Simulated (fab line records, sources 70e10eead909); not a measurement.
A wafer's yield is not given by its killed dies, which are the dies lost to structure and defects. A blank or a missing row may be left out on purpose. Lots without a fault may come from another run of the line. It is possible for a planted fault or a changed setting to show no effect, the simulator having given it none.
Which of the tools did it? ; flow nand harc ; 18 wafers from 6 lots sampled at 3 of the route's 1159 steps

## WHAT EACH GAUGE READ, for each wafer
NHARC_A_ONON_D1_THK_MEAS_08: measures by ellipsometry.
lot;measured;on;thk nm (nm)
L317;day 8 00:16;film metro-01;1005 1004 1004
L322;day 8 23:05;film metro-02;1006 1007 1007
L324;day 9 08:32;film metro-02;996 994 996
L328;day 10 17:40;film metro-02;997 997 999
L333;day 11 23:34;film metro-01;999 999 998
L335;day 12 15:21;film metro-01;617 619 619 618 620 617

## WHAT TOOL EACH LOT RAN ON (gives the tool, then ch and the chambers of the sampled wafers, and finally the start)
lot;NHARC_P_BONDPAD_ACTIVATE_29;NHARC_A_ONON_D1_DEP_06
L317;rie diel-11 ch 0,1, day 6 22:26;pecvd onon-02 ch 0, day 7 23:46
L322;rie diel-11 ch 1,2,3, day 7 22:11;pecvd onon-02 ch 0, day 8 22:45
L324;rie diel-04 ch 0,1,3, day 8 08:52;pecvd onon-02 ch 0, day 9 08:01
L328;rie diel-04 ch 0,3, day 9 16:47;pecvd onon-01 ch 0, day 10 17:17
L333;rie diel-10 ch 1,2,3, day 10 20:21;pecvd onon-01 ch 0, day 11 23:03
L335;rie diel-04 ch 1,2,3, day 11 11:56;pecvd onon-03 ch 0, day 12 14:54
- NHARC_P_BONDPAD_ACTIVATE_29: chemistry N2, time 60 s.
- NHARC_A_ONON_D1_DEP_06: target thk 1000 nm.

## THE ANSWER, worked out from the rows above alone
Rule: usual is defined by the lots themselves. The widest of any qualifying gaps counts: lots, ordered by their means at a reading, are off when they make up no more than a third of the lots, leave a main group of 4 or more, and stand apart from it by 3 or more times the standard deviation of that group's means. Not used: any main group whose means are identical at the precision the tables above print for the reading. A lot without any number at a reading at which 4 lots or more have one is off too. Any other lot the step has rows for is counted as sound.
Off at NHARC_A_ONON_D1_THK_MEAS_08 (thk nm): L335. The main group has a mean of 1001 nm with a standard deviation of 4.3.
A tool fits if, at a process step before that reading, it ran every lot that is off, and no sound lot after the first of them. Those tools and the gauges at NHARC_A_ONON_D1_THK_MEAS_08 are tried in the same way. Can't be told from this: 3 tools fit, rie diel-04 at NHARC_P_BONDPAD_ACTIVATE_29, pecvd onon-03 at NHARC_A_ONON_D1_DEP_06, film metro-01 at NHARC_A_ONON_D1_THK_MEAS_08.

## WHAT HAD BEEN PUT IN BY THE SIMULATOR
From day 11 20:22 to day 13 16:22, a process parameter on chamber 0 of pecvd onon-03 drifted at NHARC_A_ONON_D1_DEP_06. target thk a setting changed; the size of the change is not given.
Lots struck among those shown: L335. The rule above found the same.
